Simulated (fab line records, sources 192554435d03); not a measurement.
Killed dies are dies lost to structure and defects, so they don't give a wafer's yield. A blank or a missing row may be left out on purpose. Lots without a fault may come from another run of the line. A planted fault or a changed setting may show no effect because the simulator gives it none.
Which tool did it? | flow n5_finfet | 13 lots, 39 wafers sampled, at 3 steps of a route of 1938

WHAT THE GAUGES READ, wafer by wafer
The record holds no reading of a measuring or inspecting step that can be judged against a usual standard deviation.

WHICH TOOL RAN EACH LOT (tool, then ch and the chambers of the sampled wafers, then the start)
lot  | N5_PMOS_HMC_CHANNEL_EPI_HM_STRIP_35 | N5_PASSIVATION_AL_DEP_21     | N5_PASSIVATION_PROBE_49
L621 | wet_bench-01 ch 0,1,6, day 1 19:29  | pvd_sputter-03, day 12 02:12 | -
L623 | wet_bench-01 ch 0,1,2, day 2 07:14  | pvd_sputter-03, day 13 04:38 | -
L624 | wet_bench-06 ch 2,3,4, day 2 13:38  | pvd_sputter-01, day 12 22:17 | -
L625 | wet_bench-04 ch 1,6,7, day 2 19:12  | pvd_sputter-01, day 13 14:19 | -
L626 | wet_bench-01 ch 1,5,6, day 3 01:13  | pvd_sputter-03, day 14 03:17 | -
L628 | wet_bench-06 ch 1,5,6, day 3 13:44  | pvd_sputter-03, day 14 18:20 | -
L630 | wet_bench-01 ch 4,5,6, day 4 00:56  | pvd_sputter-01, day 15 13:49 | -
L633 | wet_bench-01 ch 1,2,4, day 4 18:55  | pvd_sputter-03, day 15 14:59 | -
L634 | wet_bench-01 ch 0,6,7, day 5 01:57  | pvd_sputter-01, day 16 03:28 | -
L635 | wet_bench-06 ch 1,6,7, day 5 07:11  | pvd_sputter-02, day 16 03:13 | -
L639 | wet_bench-04 ch 1,2,6, day 6 07:36  | pvd_sputter-02, day 16 22:07 | -
L640 | wet_bench-04 ch 3,4,5, day 6 15:23  | pvd_sputter-01, day 17 09:04 | -
L642 | wet_bench-01 ch 1,5,7, day 7 02:05  | pvd_sputter-03, day 17 17:59 | prober-01, day 17 23:31
- N5_PMOS_HMC_CHANNEL_EPI_HM_STRIP_35: strips SiO2 in dHF, material SiO2, target depth 39.6 nm, time 216 s.
- N5_PASSIVATION_AL_DEP_21: deposits Al, target thk 2800 nm, time 170 s.
- N5_PASSIVATION_PROBE_49

WHAT THE TOOLS THEMSELVES READ (means of the sampled wafers that have a number; where no wafer has one, the mark that the record gives instead)
N5_PMOS_HMC_CHANNEL_EPI_HM_STRIP_35. Usual: bath_heat_duty_pct 6.2 %, standard deviation 0.77.
lot  | tool         | bath_heat_duty_pct (%) | flag
L621 | wet_bench-01 | 5.7                    |
L623 | wet_bench-01 | 6.1                    |
L624 | wet_bench-06 | 6.3                    |
L625 | wet_bench-04 | 6.5                    |
L626 | wet_bench-01 | 5.5                    |
L628 | wet_bench-06 | 6.7                    |
L630 | wet_bench-01 | 5.8                    |
L633 | wet_bench-01 | 5.7                    |
L634 | wet_bench-01 | 6.1                    |
L635 | wet_bench-06 | 5.5                    |
L639 | wet_bench-04 | 6.3                    |
L640 | wet_bench-04 | 6.5                    |
L642 | wet_bench-01 | 5.7                    |

N5_PASSIVATION_AL_DEP_21. Usual: substrate_temp_c 400.02 C, standard deviation 0.23; susceptor_temp_C 399.98 C, standard deviation 0.23; throttle_valve_pct 29.8 %, standard deviation 1.
lot  | tool           | substrate_temp_c (C) | susceptor_temp_C (C) | throttle_valve_pct (%) | flag
L621 | pvd_sputter-03 | 399.80               | 400.19               | 29.0                   |
L623 | pvd_sputter-03 | 399.90               | 400.35               | 29.2                   |
L624 | pvd_sputter-01 | 400.08               | 400.02               | 29.3                   |
L625 | pvd_sputter-01 | 399.83               | 400.25               | 29.3                   |
L626 | pvd_sputter-03 | 400.18               | 400.11               | 29.8                   |
L628 | pvd_sputter-03 | 400.20               | 399.91               | 29.0                   |
L630 | pvd_sputter-01 | 400.15               | 399.96               | 29.2                   |
L633 | pvd_sputter-03 | 400.04               | 399.80               | 30.3                   |
L634 | pvd_sputter-01 | 399.90               | 399.97               | 29.5                   |
L635 | pvd_sputter-02 | 400.11               | 399.73               | 30.4                   |
L639 | pvd_sputter-02 | 400.02               | 399.96               | 29.7                   |
L640 | pvd_sputter-01 | 400.17               | 399.69               | 30.0                   |
L642 | pvd_sputter-03 | 400.01               | 400.00               | 29.4                   |

N5_PASSIVATION_PROBE_49. Usual: defect_limited_yield 91.1 %, standard deviation 1.4; killed_at_M0_to_M3 34, standard deviation 9.7; killed_at_M4_up 13, standard deviation 5.1; killed_at_contacts 14, standard deviation 6.3; killed_at_front_end 40, standard deviation 11; killed_at_other 3.5, standard deviation 2.7; killed_dies 105, standard deviation 16; killed_open 70, standard deviation 12; killed_short 34, standard deviation 7.8; sort_bin_4_leakage 0.02 %, standard deviation 0.13; sort_bin_5_function 5.2 %, standard deviation 0.88; sort_bin_6_memory 3.3 %, standard deviation 0.7; sort_bin_8_speed 0.1 %, standard deviation 0.62; sort_n_pass 1074, standard deviation 17; sort_yield_pct 91.0 %, standard deviation 1.5.
lot  | tool      | defect_limited_yield (%) | killed_at_M0_to_M3 | killed_at_M4_up | killed_at_contacts | killed_at_front_end | killed_at_other | killed_dies | killed_open | killed_short | sort_bin_4_leakage (%) | sort_bin_5_function (%) | sort_bin_6_memory (%) | sort_bin_8_speed (%) | sort_n_pass | sort_yield_pct (%) | flag
L642 | prober-01 | 88.3                     | 29                 | 10              | 8                  | 89                  | 2.0             | 138         | 62          | 29           | 0.00                   | 7.5                     | 2.9                   | 0.0                  | 1042        | 88.3               | OFF

THE ANSWER, worked out from the rows above alone
Rule: a lot is off if the mean of its wafers that have a number lies more than 3 standard deviations from the usual mean. A lot without any number at a reading at which 4 lots or more have one is off too. The other lots that the step has rows for count as sound. The gauges are gone through in route order, then the tools' own readings, and for those a lot's mean is taken as printed above. The first step at which some lot is off is used, and at that step the reading that is off furthest; a lot without a number counts as furthest.
Off: L642, at N5_PASSIVATION_PROBE_49 (killed_at_front_end). Neither off nor sound, because the step has no rows for them: L621, L623, L624, L625, L626, L628, L630, L633, L634, L635, L639, L640.
A tool fits if, at that step or a process step before it, it ran every lot that is off, and no sound lot after the first of them. Can't be told from this: 3 tools fit, wet_bench-01 at N5_PMOS_HMC_CHANNEL_EPI_HM_STRIP_35, pvd_sputter-03 at N5_PASSIVATION_AL_DEP_21, prober-01 at N5_PASSIVATION_PROBE_49.

WHAT THE SIMULATOR HAD PUT IN
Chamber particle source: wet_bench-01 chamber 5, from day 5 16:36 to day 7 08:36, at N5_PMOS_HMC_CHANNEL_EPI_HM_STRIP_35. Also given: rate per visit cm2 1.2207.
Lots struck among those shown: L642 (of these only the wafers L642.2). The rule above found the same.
